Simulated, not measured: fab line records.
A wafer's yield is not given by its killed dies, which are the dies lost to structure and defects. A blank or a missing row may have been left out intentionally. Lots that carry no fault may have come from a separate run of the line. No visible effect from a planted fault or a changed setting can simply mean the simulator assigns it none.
fab line records	flow nand-harc
record lots=14	wafers=40	last-day=34
route steps=1302 shown P_BONDPAD@380 A_ZERO_WELL@396 END@1302
lots with no fault: from the same line, run without faults
start-h: start of the lot's first displayed wafer, in hours after the record's first day	wait-h: time in hours since the lot's previous step	" identical to the entry in the row above	L1.1+2: one row covering several wafers at once	- no value, or no start was given	* or withheld: withheld	< > ~ a bound
route shown NAME@n: a module of which the file shows steps, and the number in the route of the first	usual: the fault-free wafers' mean and standard deviation	same: alike in all rows	chamber/n: place in a boat	sites: readings site by site	_std_site: standard deviation across them	_edge_site: the outer-site mean with the inner-site mean subtracted	radius-mm: for every site, how far away it sits from the centre of the wafer	mask NAME#n: copy n	behind: the last tool/chamber to shape the wafer	hold: what put the lot on hold/how long, in hours/how the hold closed	device: names the non-switching transistor (n, p or np)	end of line: tests run on the same wafers once the route is complete	a step without rows: its recipe alone	killed: count of dies lost to structure and defects at first sort (not the wafer's yield)	map: a wafer's dies, x killed, . not, _ none there
set.NAME: the setting that was run; set.NAME@STEP: the one run at that earlier step	model.NAME: the simulator's own value behind a step, which no gauge read
the route's steps for a sample of lots (tables are steps, rows are wafers)
services: from which hour (start-h, from the record's first day; less than 0 if before it) a tool's chamber was out of use, for how many hours, and why
## steps
# step NHARC_P_BONDPAD_CMP_19
# recipe t-overpolish-s=30	cu-recess-touch-s=16	target-thk-nm=160.81
# usual edge-zone-pressure-frac=0.999/0.0049	motor-current-A=12.3/1.5	overpolish-run-s=29.999/0.0082
lot.wafer	tool	chamber	start-h	wait-h	edge-zone-pressure-frac	motor-current-A	overpolish-run-s
L966.2	cmp-02	2	146.25	-	0.992	10.9	29.986
L966.3	"	3	"	"	0.995	11.5	30.005
L966.5	"	3	"	"	0.994	11.1	30.012
L968.4	cmp-02	2	152.07	-	0.998	11.2	30.000
L968.2	"	3	"	"	1.006	11.6	30.000
L968.1	"	0	"	"	1.000	16.0	29.991
L967.4	cmp-03	1	152.89	-	0.998	13.8	29.996
L967.1	"	0	"	"	1.001	12.9	29.996
L967.6	"	2	"	"	0.996	14.0	29.974
L970.3	cmp-04	1	177.21	-	1.003	11.9	29.988
L970.1	"	2	"	"	1.000	11.5	30.009
L970.5	"	2	"	"	1.002	11.2	30.001
L971.4	cmp-02	2	195.09	-	0.993	12.1	29.997
L971.2	"	3	"	"	0.992	11.3	30.003
L971.1	"	0	"	"	1.008	15.5	29.999
L974.5	cmp-02	3	215.78	-	1.000	11.4	29.991
L975.3	cmp-04	3	222.87	-	1.002	12.1	29.998
L975.2	"	1	"	"	0.998	12.2	29.983
L975.5	"	3	"	"	1.003	12.9	30.005
L981.4	cmp-04	2	289.14	-	1.006	11.2	29.997
L981.1	"	3	"	"	0.999	12.6	30.004
L981.5	"	0	"	"	0.997	11.2	30.001
L982.4	cmp-03	2	298.96	-	1.007	13.5	29.991
L982.2	"	1	"	"	0.998	14.3	29.984
L982.5	"	2	"	"	1.000	13.9	30.001
L985.4	cmp-02	3	328.77	-	1.007	11.6	30.002
L985.6	"	1	"	"	0.995	10.9	29.991
L985.5	"	2	"	"	0.997	11.0	29.982
L986.2	cmp-02	2	336.14	-	1.005	11.5	30.018
L986.4	"	3	"	"	0.992	11.5	29.988
L986.3	"	0	"	"	0.996	15.9	29.989
L987.1	cmp-03	1	342.59	-	0.995	13.8	30.007
L987.2	"	3	"	"	0.988	10.8	29.999
L987.5	"	0	"	"	1.001	12.8	30.013
L988.1	cmp-03	3	353.72	-	0.992	11.0	29.997
L988.3	"	1	"	"	0.998	13.5	29.991
L988.2	"	2	"	"	0.994	14.5	30.006
L989.3	cmp-02	3	370.51	-	0.999	11.9	30.002
L989.6	"	3	"	"	1.006	11.1	29.994
L989.5	"	0	"	"	1.004	15.5	30.006
# step NHARC_P_BONDPAD_INSPECT_23
# usual raw-defect-count=339/110
lot.wafer	tool	chamber	start-h	wait-h	raw-defect-count
L966.2	defect-inspect-02	-	146.80	0.0	397
L966.3	"	-	"	"	312
L966.5	"	-	"	"	405
L968.1	defect-inspect-02	-	152.60	0.0	423
L968.2	"	-	"	"	282
L968.4	"	-	"	"	355
L967.1	defect-inspect-01	-	153.44	0.0	307
L967.4	"	-	"	"	256
L967.6	"	-	"	"	355
L970.1	defect-inspect-02	-	177.74	0.0	273
L970.3	"	-	"	"	530
L970.5	"	-	"	"	380
L971.1	defect-inspect-02	-	195.61	0.0	366
L971.2	"	-	"	"	451
L971.4	"	-	"	"	401
L974.5	defect-inspect-01	-	216.20	0.0	313
L975.2	defect-inspect-01	-	223.39	0.0	269
L975.3	"	-	"	"	275
L975.5	"	-	"	"	540
L981.1	defect-inspect-01	-	289.63	0.0	233
L981.4	"	-	"	"	255
L981.5	"	-	"	"	232
L982.2	defect-inspect-01	-	299.49	0.0	416
L982.4	"	-	"	"	392
L982.5	"	-	"	"	672
L985.4	defect-inspect-01	-	329.27	0.0	221
L985.5	"	-	"	"	451
L985.6	"	-	"	"	241
L986.2	defect-inspect-02	-	336.68	0.1	226
L986.3	"	-	"	"	215
L986.4	"	-	"	"	252
L987.1	defect-inspect-01	-	343.11	0.0	295
L987.2	"	-	"	"	224
L987.5	"	-	"	"	272
L988.1	defect-inspect-01	-	354.24	0.0	576
L988.2	"	-	"	"	377
L988.3	"	-	"	"	376
L989.3	defect-inspect-01	-	371.06	0.0	380
L989.5	"	-	"	"	521
L989.6	"	-	"	"	570
# step NHARC_A_ZERO_WELL_SOFTBAKE_05
# recipe temp-c=125	time-s=70
# usual heater-power-total-W=201.1/1.3
lot.wafer	tool	chamber	start-h	wait-h	heater-power-total-W
L966.2	litho-track-02	0	147	-	202.1
L966.3	"	0	"	"	202.5
L966.5	"	0	"	"	202.7
L968.1	litho-track-02	0	153	-	200.4
L968.2	"	0	"	"	202.8
L968.4	"	0	"	"	202.3
L967.1	litho-track-02	0	154	-	200.9
L967.4	"	0	"	"	199.2
L967.6	"	0	"	"	202.0
L970.1	litho-track-02	0	178	-	202.0
L970.3	"	0	"	"	199.0
L970.5	"	0	"	"	202.0
L971.1	litho-track-02	0	196	-	202.4
L971.2	"	0	"	"	198.9
L971.4	"	0	"	"	202.5
L974.5	litho-track-02	0	217	-	207.4
L975.2	litho-track-02	0	224	-	202.7
L975.3	"	0	"	"	199.3
L975.5	"	0	"	"	206.4
L981.1	litho-track-05	0	290	-	200.4
L981.4	"	0	"	"	199.2
L981.5	"	0	"	"	202.4
L982.2	litho-track-02	0	300	-	201.4
L982.4	"	0	"	"	200.2
L982.5	"	0	"	"	200.0
L985.4	litho-track-02	0	330	-	202.4
L985.5	"	0	"	"	199.0
L985.6	"	0	"	"	202.2
L986.2	litho-track-05	0	337	-	201.1
L986.3	"	0	"	"	199.2
L986.4	"	0	"	"	200.8
L987.1	litho-track-02	0	343	-	201.1
L987.2	"	0	"	"	202.4
L987.5	"	0	"	"	199.8
L988.1	litho-track-07	0	355	-	200.4
L988.2	"	0	"	"	202.6
L988.3	"	0	"	"	202.0
L989.3	litho-track-02	0	371	-	199.6
L989.5	"	0	"	"	199.9
L989.6	"	0	"	"	201.1
# step NHARC_A_ZERO_WELL_ETCH_13
# recipe target-depth-a=1200	time-s=40.1	hbr-flow-sccm=150	cl2-flow-sccm=50	rf-w=400	icp-w=400	bias-w=100	chemistry=HBr/Cl2
# usual drypump-motor-current-A=6.0/0.53	oes-product-au=1.001/0.0093	throttle-valve-pct=26.406/0.0092
lot.wafer	tool	chamber	start-h	wait-h	drypump-motor-current-A	oes-product-au	rf-hours-counter-h	throttle-valve-pct
L966.2	rie-si-04	0	150.43	-	6.2	1.018	1.0	26.409
L966.3	"	1	"	"	5.5	0.983	1.1	26.412
L966.5	"	3	"	"	5.9	0.989	-	26.404
L968.1	rie-si-04	3	154.26	-	5.9	0.985	1.0	26.390
L968.2	"	0	"	"	6.2	1.001	1.1	26.403
L968.4	"	1	"	"	5.5	0.989	1.1	26.401
L967.4	rie-si-05	1	155.15	-	5.7	1.000	0.1	26.400
L967.1	"	3	"	"	6.5	0.987	0.1	26.395
L967.6	"	0	"	"	5.9	1.008	-	26.409
L970.1	rie-si-05	2	179.41	-	6.8	0.997	0.2	26.414
L970.3	"	1	"	"	5.7	0.993	0.3	26.411
L970.5	"	3	"	"	6.5	0.995	-	26.407
L971.4	rie-si-05	1	197.30	-	5.7	1.001	0.4	26.402
L971.1	"	2	"	"	6.8	1.007	0.4	26.417
L971.2	"	3	"	"	6.5	0.992	0.4	26.414
L974.5	rie-si-03	2	217.82	-	6.1	0.991	-	26.397
L975.3	rie-si-05	2	225.26	-	6.7	0.997	0.6	26.398
L975.2	"	0	"	"	5.9	0.999	0.6	26.414
L975.5	"	2	"	"	6.8	1.000	-	26.406
L981.4	rie-si-05	0	291.18	-	6.0	1.003	1.0	26.409
L981.1	"	1	"	"	5.7	0.991	1.0	26.401
L981.5	"	3	"	"	6.5	1.003	-	26.402
L982.4	rie-si-04	1	301.18	-	5.5	1.001	0.7	26.412
L982.2	"	2	"	"	6.1	0.997	0.7	26.413
L982.5	"	0	"	"	6.3	1.009	-	26.405
L985.4	rie-si-03	2	330.97	-	6.0	1.007	0.7	26.403
L985.6	"	3	"	"	5.0	1.013	-	26.413
L985.5	"	0	"	"	5.1	1.014	-	26.402
L986.4	rie-si-04	1	338.36	-	5.5	1.006	0.8	26.413
L986.2	"	3	"	"	5.9	1.010	1.1	26.404
L986.3	"	0	"	"	6.3	1.014	0.9	26.413
L987.2	rie-si-03	3	344.65	-	5.0	1.004	0.7	26.395
L987.1	"	2	"	"	6.0	1.005	0.7	26.410
L987.5	"	0	"	"	5.1	1.010	-	26.415
L988.2	rie-si-04	0	355.91	-	6.2	1.015	0.1	26.413
L988.1	"	1	"	"	5.5	0.990	0.1	26.398
L988.3	"	2	"	"	6.1	0.987	0.1	26.415
L989.3	rie-si-05	0	372.76	-	5.9	1.011	0.4	26.415
L989.5	"	1	"	"	5.7	0.998	-	26.401
L989.6	"	2	"	"	6.8	1.004	-	26.413
# step NHARC_END_SORT_01
# recipe temp-c=25
# usual killed-at-array=56/21	killed-at-other=0.8/1	killed-at-periphery=3.6/2.8	killed-dies=60/20	killed-open=3.2/1.9	killed-short=2.4/1.6
# same gross-dies=677
lot.wafer	tool	chamber	start-h	wait-h	killed-at-array	killed-at-other	killed-at-periphery	killed-dies	killed-open	killed-short
L966.2	prober-02	0	575.32	2.8	62	0	5	67	2	5
L966.3	prober-02	0	576.14	3.1	87	1	4	92	1	6
L966.5	prober-02	0	577.77	3.8	65	0	0	65	3	2
L968.1	prober-01	0	582.20	2.5	77	0	5	82	0	0
L968.2	prober-01	0	583.00	2.8	60	1	4	65	1	2
L968.4	prober-01	0	584.58	3.4	74	0	9	83	1	4
L967.1	prober-02	0	588.52	2.5	43	0	0	43	4	4
L967.4	prober-02	0	590.93	3.4	52	1	1	54	6	3
L967.6	prober-02	0	592.54	4.0	34	2	2	38	1	4
L970.1	prober-01	0	615.52	2.5	80	0	2	82	4	1
L970.3	prober-01	0	617.10	3.1	92	1	0	93	4	3
L970.5	prober-01	0	618.68	3.7	97	0	0	97	4	4
L971.1	prober-02	0	631.60	2.5	52	0	0	52	3	0
L971.2	prober-02	0	632.40	2.8	63	1	4	68	3	7
L971.4	prober-02	0	634.00	3.4	48	0	2	50	3	0
L975.2	prober-02	0	679.58	2.8	67	1	3	71	2	3
L975.3	prober-02	0	680.38	3.1	78	1	4	83	2	0
L975.5	prober-02	0	681.97	3.7	59	2	3	64	3	4
L981.1	prober-02	0	708.46	2.5	21	0	5	26	6	2
L981.4	prober-02	0	710.83	3.4	23	0	2	25	1	1
L981.5	prober-02	0	711.62	3.7	32	1	2	35	2	4
L982.2	prober-02	0	741.37	2.8	69	1	4	74	5	3
L982.4	prober-02	0	742.96	3.4	82	0	8	90	2	2
L982.5	prober-02	0	743.75	3.7	67	0	9	76	4	2
L985.4	prober-01	0	764.54	3.4	35	0	0	35	2	2
L985.5	prober-01	0	765.35	3.7	46	0	1	47	4	1
L985.6	prober-01	0	766.16	4.0	31	0	3	34	3	1
L986.2	prober-02	0	783.74	2.8	39	3	0	42	2	4
L986.3	prober-02	0	784.53	3.1	47	2	1	50	5	0
L986.4	prober-02	0	785.31	3.4	45	1	0	46	1	5
L988.1	prober-01	0	792.44	2.5	42	0	6	48	5	5
L988.2	prober-01	0	793.25	2.8	50	0	10	60	1	1
L988.3	prober-01	0	794.06	3.1	33	0	4	37	1	2
L987.1	prober-02	0	792.46	2.5	52	1	5	58	4	0
L987.2	prober-02	0	793.27	2.8	53	1	0	54	1	3
L987.5	prober-02	0	795.71	3.8	52	0	3	55	3	3
L989.3	prober-01	0	812.82	3.1	71	0	1	72	3	5
L989.5	prober-01	0	814.42	3.7	52	1	5	58	9	0
L989.6	prober-01	0	815.22	4.0	42	0	1	43	3	2
# killed by level:class
L966.2 A_CHANNEL_HOLE_D2:chamber-film-flake=20 A_CHANNEL_HOLE_D1:chamber-film-flake=12 A_SLIT:chamber-film-flake=12 A_STAIRCASE:chamber-film-flake=4 A_WL_FILL:chamber-film-flake=3 A_M0:geometric-particle:short=2 P_M1:chamber-film-flake=2 A_CHANNEL_HOLE_D1:geometric-particle:short=1
L966.3 A_CHANNEL_HOLE_D2:chamber-film-flake=33 A_CHANNEL_HOLE_D1:chamber-film-flake=27 A_SLIT:chamber-film-flake=14 A_STAIRCASE:chamber-film-flake=4 P_M2:chamber-film-flake=2 P_CONTACT:geometric-particle:short=1 A_ONON_D1:geometric-particle:short=1 A_CHANNEL_HOLE_D1:geometric-particle:open=1
L966.5 A_CHANNEL_HOLE_D1:chamber-film-flake=25 A_CHANNEL_HOLE_D2:chamber-film-flake=16 A_SLIT:chamber-film-flake=9 A_STAIRCASE:chamber-film-flake=4 A_CONTACT:chamber-film-flake=3 A_ONON_D2:geometric-particle:short=2 A_WL_FILL:chamber-film-flake=2 A_CONTACT:geometric-particle:open=1
L968.1 A_CHANNEL_HOLE_D2:chamber-film-flake=27 A_CHANNEL_HOLE_D1:chamber-film-flake=25 A_SLIT:chamber-film-flake=21 P_M2:chamber-film-flake=4 A_CONTACT:chamber-film-flake=4 P_GATE:chamber-film-flake=1
L968.2 A_CHANNEL_HOLE_D2:chamber-film-flake=25 A_CHANNEL_HOLE_D1:chamber-film-flake=16 A_SLIT:chamber-film-flake=10 A_CONTACT:chamber-film-flake=3 A_STAIRCASE:chamber-film-flake=2 A_CHANNEL_FILL_D1:geometric-particle:short=1 A_CHANNEL_FILL_D2:geometric-particle:open=1 A_M0:geometric-particle:short=1
L968.4 A_CHANNEL_HOLE_D1:chamber-film-flake=30 A_CHANNEL_HOLE_D2:chamber-film-flake=27 A_SLIT:chamber-film-flake=11 P_M2:chamber-film-flake=4 A_CHANNEL_FILL_D1:geometric-particle:short=2 P_STI:chamber-film-flake=2 P_GATE:geometric-particle:open=1 A_STAIRCASE:geometric-particle:short=1
L967.1 A_SLIT:chamber-film-flake=21 A_STAIRCASE:chamber-film-flake=5 A_CHANNEL_FILL_D1:geometric-particle:short=2 A_DECK1_JOINT:geometric-particle:open=2 A_CHANNEL_HOLE_D1:chamber-film-flake=2 A_CHANNEL_HOLE_D2:chamber-film-flake=2 A_WL_FILL:chamber-film-flake=2 A_CONTACT:chamber-film-flake=2
L967.4 A_SLIT:chamber-film-flake=24 A_STAIRCASE:chamber-film-flake=6 A_CHANNEL_HOLE_D2:chamber-film-flake=4 A_CHANNEL_HOLE_D1:chamber-film-flake=3 A_CONTACT:chamber-film-flake=3 A_WL_FILL:chamber-film-flake=2 P_M0:geometric-particle:open=1 A_ONON_D1:geometric-particle:open=1
L967.6 A_SLIT:chamber-film-flake=15 A_STAIRCASE:chamber-film-flake=5 A_CHANNEL_HOLE_D2:chamber-film-flake=3 A_CHANNEL_FILL_D2:geometric-particle:short=2 A_CONTACT:chamber-film-flake=2 THIN_TSV:chamber-film-flake=2 A_CHANNEL_FILL_D1:geometric-particle:open=1 A_CHANNEL_HOLE_D2:geometric-particle:short=1
L970.1 A_CHANNEL_HOLE_D1:chamber-film-flake=26 A_CHANNEL_HOLE_D2:chamber-film-flake=22 A_SLIT:chamber-film-flake=18 A_CONTACT:chamber-film-flake=7 P_CONTACT:geometric-particle:open=1 A_ONON_D1:geometric-particle:open=1 A_WL_FILL:geometric-particle:open=1 A_CONTACT:geometric-particle:open=1
L970.3 A_CHANNEL_HOLE_D2:chamber-film-flake=27 A_CHANNEL_HOLE_D1:chamber-film-flake=26 A_SLIT:chamber-film-flake=20 A_CONTACT:chamber-film-flake=10 A_WL_FILL:geometric-particle:short=2 A_WL_FILL:chamber-film-flake=2 A_SOURCE_PLATE:geometric-particle:open=1 A_DECK1_JOINT:geometric-particle:short=1
L970.5 A_CHANNEL_HOLE_D1:chamber-film-flake=32 A_CHANNEL_HOLE_D2:chamber-film-flake=31 A_SLIT:chamber-film-flake=15 A_CONTACT:chamber-film-flake=7 A_WL_FILL:chamber-film-flake=3 A_CHANNEL_FILL_D1:geometric-particle:open=2 A_SOURCE_PLATE:geometric-particle:open=1 A_DECK1_JOINT:geometric-particle:open=1
L971.1 A_CHANNEL_HOLE_D2:chamber-film-flake=35 A_CHANNEL_FILL_D2:chamber-film-flake=7 A_CONTACT:chamber-film-flake=2 A_STAIRCASE:chamber-film-flake=2 A_CHANNEL_HOLE_D1:geometric-particle:open=1 A_ONON_D2:geometric-particle:open=1 A_M0:geometric-particle:open=1 A_CHANNEL_HOLE_D1:chamber-film-flake=1
L971.2 A_CHANNEL_HOLE_D2:chamber-film-flake=39 A_SLIT:chamber-film-flake=4 A_CHANNEL_FILL_D2:chamber-film-flake=3 A_CHANNEL_HOLE_D1:geometric-particle:short=2 A_WL_FILL:geometric-particle:open=2 A_DECK1_JOINT:chamber-film-flake=2 A_CONTACT:chamber-film-flake=2 A_WL_FILL:chamber-film-flake=2
L971.4 A_CHANNEL_HOLE_D2:chamber-film-flake=34 A_CHANNEL_FILL_D2:chamber-film-flake=3 A_CONTACT:chamber-film-flake=3 A_CHANNEL_HOLE_D1:chamber-film-flake=2 A_ONON_D2:geometric-particle:open=1 A_CONTACT:geometric-particle:open=1 A_M0:geometric-particle:open=1 P_STI:chamber-film-flake=1
L975.2 A_CHANNEL_HOLE_D1:chamber-film-flake=22 A_CHANNEL_HOLE_D2:chamber-film-flake=20 A_SLIT:chamber-film-flake=16 A_DECK1_JOINT:geometric-particle:short=2 A_CHANNEL_FILL_D1:chamber-film-flake=2 P_M0:geometric-particle:open=1 A_WL_FILL:geometric-particle:short=1 A_CONTACT:geometric-particle:open=1
L975.3 A_CHANNEL_HOLE_D1:chamber-film-flake=34 A_SLIT:chamber-film-flake=17 A_CHANNEL_HOLE_D2:chamber-film-flake=17 A_CONTACT:chamber-film-flake=3 P_ZERO_WELL:chamber-film-flake=2 A_STAIRCASE:chamber-film-flake=2 A_DECK1_JOINT:chamber-film-flake=2 P_M1:geometric-particle:open=1
L975.5 A_CHANNEL_HOLE_D1:chamber-film-flake=26 A_SLIT:chamber-film-flake=13 A_CHANNEL_HOLE_D2:chamber-film-flake=10 P_ZERO_WELL:chamber-film-flake=2 A_CHANNEL_FILL_D1:chamber-film-flake=2 A_CONTACT:chamber-film-flake=2 P_CONTACT:geometric-particle:short=1 A_ONON_D1:geometric-particle:short=1
L981.1 A_CHANNEL_HOLE_D1:chamber-film-flake=4 A_CHANNEL_FILL_D2:chamber-film-flake=3 A_STAIRCASE:chamber-film-flake=3 A_ONON_D2:geometric-particle:open=2 P_GATE:chamber-film-flake=2 A_SLIT:chamber-film-flake=2 A_CONTACT:chamber-film-flake=2 P_STI:geometric-particle:short=1
L981.4 A_CHANNEL_HOLE_D1:chamber-film-flake=11 A_ZERO_WELL:chamber-film-flake=3 P_STI:chamber-film-flake=2 A_STAIRCASE:chamber-film-flake=2 A_M0:geometric-particle:short=1 A_M1:geometric-particle:open=1 A_CHANNEL_FILL_D1:chamber-film-flake=1 A_CHANNEL_FILL_D2:chamber-film-flake=1
L981.5 A_CHANNEL_HOLE_D1:chamber-film-flake=12 A_STAIRCASE:chamber-film-flake=3 A_CONTACT:chamber-film-flake=3 A_DECK1_JOINT:chamber-film-flake=2 A_SLIT:chamber-film-flake=2 A_WL_FILL:chamber-film-flake=2 A_ONON_D1:geometric-particle:short=1 A_ONON_D1:geometric-particle:open=1
L982.2 A_CHANNEL_HOLE_D1:chamber-film-flake=33 A_SLIT:chamber-film-flake=20 A_CONTACT:chamber-film-flake=4 P_GATE:chamber-film-flake=3 A_STAIRCASE:chamber-film-flake=3 A_CONTACT:geometric-particle:short=2 A_WL_FILL:chamber-film-flake=2 P_CONTACT:geometric-particle:open=1
L982.4 A_SLIT:chamber-film-flake=32 A_CHANNEL_HOLE_D1:chamber-film-flake=30 A_STAIRCASE:chamber-film-flake=5 A_SGD_CUT:chamber-film-flake=5 P_GATE:chamber-film-flake=4 A_WL_FILL:chamber-film-flake=4 A_CONTACT:chamber-film-flake=4 P_M0:geometric-particle:open=2
L982.5 A_CHANNEL_HOLE_D1:chamber-film-flake=33 A_SLIT:chamber-film-flake=17 P_GATE:chamber-film-flake=7 A_STAIRCASE:chamber-film-flake=4 A_CONTACT:chamber-film-flake=4 A_WL_FILL:chamber-film-flake=3 P_CONTACT:geometric-particle:open=2 A_SOURCE_PLATE:geometric-particle:open=1
L985.4 A_SLIT:chamber-film-flake=23 A_CHANNEL_HOLE_D1:chamber-film-flake=3 A_STAIRCASE:chamber-film-flake=2 A_CONTACT:chamber-film-flake=2 A_SOURCE_PLATE:geometric-particle:open=1 A_CHANNEL_FILL_D1:geometric-particle:short=1 A_ONON_D2:geometric-particle:short=1 A_CHANNEL_FILL_D2:geometric-particle:open=1
L985.5 A_SLIT:chamber-film-flake=24 A_CHANNEL_HOLE_D1:chamber-film-flake=8 A_CONTACT:chamber-film-flake=5 A_STAIRCASE:chamber-film-flake=2 A_ONON_D1:geometric-particle:open=1 A_ONON_D1:geometric-particle:short=1 A_CHANNEL_FILL_D1:geometric-particle:open=1 A_ONON_D2:geometric-particle:open=1
L985.6 A_SLIT:chamber-film-flake=13 A_CHANNEL_HOLE_D1:chamber-film-flake=7 A_STAIRCASE:chamber-film-flake=4 A_CONTACT:chamber-film-flake=3 P_M2:geometric-particle:open=1 A_CHANNEL_HOLE_D2:geometric-particle:open=1 A_CHANNEL_HOLE_D2:geometric-particle:short=1 A_BLC:geometric-particle:open=1
L986.2 A_CHANNEL_HOLE_D2:chamber-film-flake=18 A_SLIT:chamber-film-flake=7 A_CHANNEL_HOLE_D1:unspecified=3 A_CONTACT:chamber-film-flake=3 THIN_TSV:chamber-film-flake=3 A_WL_FILL:geometric-particle:short=2 A_CHANNEL_HOLE_D1:chamber-film-flake=2 A_CHANNEL_HOLE_D1:geometric-particle:open=1
L986.3 A_CHANNEL_HOLE_D2:chamber-film-flake=20 A_SLIT:chamber-film-flake=14 A_CONTACT:chamber-film-flake=5 A_CHANNEL_FILL_D1:geometric-particle:open=2 A_DECK1_JOINT:geometric-particle:open=2 A_CHANNEL_HOLE_D1:unspecified=2 THIN_TSV:chamber-film-flake=2 A_M0:geometric-particle:open=1
L986.4 A_CHANNEL_HOLE_D2:chamber-film-flake=24 A_SLIT:chamber-film-flake=11 A_SOURCE_PLATE:geometric-particle:short=1 A_ONON_D1:geometric-particle:short=1 A_CHANNEL_HOLE_D1:geometric-particle:short=1 A_DECK1_JOINT:geometric-particle:short=1 A_DECK1_JOINT:geometric-particle:open=1 A_SGD_CUT:geometric-particle:short=1
L988.1 A_SLIT:chamber-film-flake=24 A_M1:chamber-film-flake=5 A_M0:geometric-particle:short=3 P_STI:chamber-film-flake=3 P_CONTACT:geometric-particle:open=1 P_M0:geometric-particle:short=1 A_ONON_D1:geometric-particle:open=1 A_ONON_D2:geometric-particle:short=1
L987.1 A_CHANNEL_HOLE_D1:chamber-film-flake=20 A_CONTACT:chamber-film-flake=13 A_SLIT:chamber-film-flake=11 A_M1:chamber-film-flake=3 P_M1:geometric-particle:open=2 P_GATE:chamber-film-flake=2 A_STAIRCASE:chamber-film-flake=2 A_WL_FILL:geometric-particle:open=1
L988.2 A_SLIT:chamber-film-flake=34 P_STI:chamber-film-flake=9 A_M1:chamber-film-flake=7 A_CHANNEL_HOLE_D1:chamber-film-flake=2 A_WL_FILL:chamber-film-flake=2 P_CONTACT:geometric-particle:open=1 A_ONON_D2:geometric-particle:short=1 A_ZERO_WELL:chamber-film-flake=1
L987.2 A_CHANNEL_HOLE_D1:chamber-film-flake=19 A_SLIT:chamber-film-flake=13 A_CONTACT:chamber-film-flake=13 A_WL_FILL:chamber-film-flake=2 A_ONON_D1:geometric-particle:short=1 A_CONTACT:geometric-particle:short=1 A_BLC:geometric-particle:short=1 A_BLC:geometric-particle:open=1
L988.3 A_SLIT:chamber-film-flake=26 A_M1:chamber-film-flake=3 P_STI:chamber-film-flake=3 A_CHANNEL_FILL_D2:geometric-particle:short=1 A_WL_FILL:geometric-particle:short=1 A_WL_FILL:geometric-particle:open=1 P_M2:chamber-film-flake=1 A_CONTACT:chamber-film-flake=1
L987.5 A_CHANNEL_HOLE_D1:chamber-film-flake=19 A_CONTACT:chamber-film-flake=13 A_SLIT:chamber-film-flake=12 P_GATE:chamber-film-flake=2 P_M0:geometric-particle:open=1 A_ONON_D1:geometric-particle:short=1 A_ONON_D2:geometric-particle:open=1 A_CHANNEL_FILL_D2:geometric-particle:short=1
L989.3 A_SLIT:chamber-film-flake=32 A_CHANNEL_HOLE_D2:chamber-film-flake=21 A_CONTACT:chamber-film-flake=4 A_M1:chamber-film-flake=4 A_ONON_D2:geometric-particle:open=2 A_ONON_D1:geometric-particle:short=1 A_CHANNEL_FILL_D1:geometric-particle:open=1 A_DECK1_JOINT:geometric-particle:short=1
L989.5 A_SLIT:chamber-film-flake=23 A_CHANNEL_HOLE_D2:chamber-film-flake=13 A_CONTACT:chamber-film-flake=6 P_M0:geometric-particle:open=2 A_ONON_D1:geometric-particle:open=2 A_WL_FILL:geometric-particle:open=2 A_WL_FILL:chamber-film-flake=2 A_M1:chamber-film-flake=2
L989.6 A_SLIT:chamber-film-flake=17 A_CHANNEL_HOLE_D2:chamber-film-flake=10 A_CONTACT:chamber-film-flake=7 A_M1:chamber-film-flake=2 A_ONON_D1:geometric-particle:open=1 A_CHANNEL_FILL_D2:geometric-particle:short=1 A_SGD_CUT:geometric-particle:short=1 A_CONTACT:geometric-particle:open=1
## services
tool	chamber	start-h	hours	kind
cmp-02	-	126.84	1.6	repair
rie-si-05	-	128.00	9.0	pm
cmp-02	-	134.65	4.0	pm
cmp-02	-	139.44	1.0	repair
cmp-03	-	162.06	4.0	pm
rie-si-04	-	165.00	9.0	pm
cmp-03	-	194.07	0.6	repair
cmp-04	-	209.00	4.0	pm
cmp-04	-	223.14	2.6	repair
litho-track-02	-	227.00	7.0	pm
cmp-04	-	227.62	0.7	repair
cmp-02	-	232.65	4.0	pm
cmp-04	-	244.56	3.0	repair
cmp-02	-	259.19	0.6	repair
cmp-03	-	260.06	4.0	pm
rie-si-05	0	277.08	1.1	repair
rie-si-05	3	285.93	2.5	repair
rie-si-05	-	305.00	9.0	pm
cmp-02	-	330.65	4.0	pm
rie-si-04	-	342.00	9.0	pm
cmp-03	-	354.16	0.3	repair
cmp-03	-	358.06	4.0	pm
rie-si-04	0	364.05	8.1	repair
cmp-02	-	367.00	0.8	repair
## key
first-sign step=NHARC_A_ZERO_WELL_SOFTBAKE_05	reading=heater-power-total-W	direction=up	sigmas=4.6	usual=*	struck=*
effect none on later readings
met-at NHARC_A_ZERO_WELL_SOFTBAKE_05
struck-lots L974,L975
struck-wafers L974.5,L975.5
sort-left-out L974.5
tester-left-out L974,L975
not-acting-at NHARC_P_BONDPAD_CMP_19,NHARC_P_BONDPAD_INSPECT_23,NHARC_A_ZERO_WELL_ETCH_13
onset-between 196 217
fault kind=process-parameter-drift	tool=litho-track-02	chamber=-	onset-h=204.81	steps=NHARC_A_ZERO_WELL_SOFTBAKE_05	channel=time-s	offset=*	shape=step	end-h=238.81	scope=struck-wafers-only	acts-in=*	stated=*
# tester-left-out: of these lots the tester's yield and bins aren't shown, on N5 and GAA mostly nor the transistor test; their killed dies are dies lost to structure and defects alone, not to doping, threshold or leakage, so they don't give the yield
# sort-left-out: the simulated sort isn't trusted on such a fault, so these wafers' sort isn't shown, and their yield isn't known
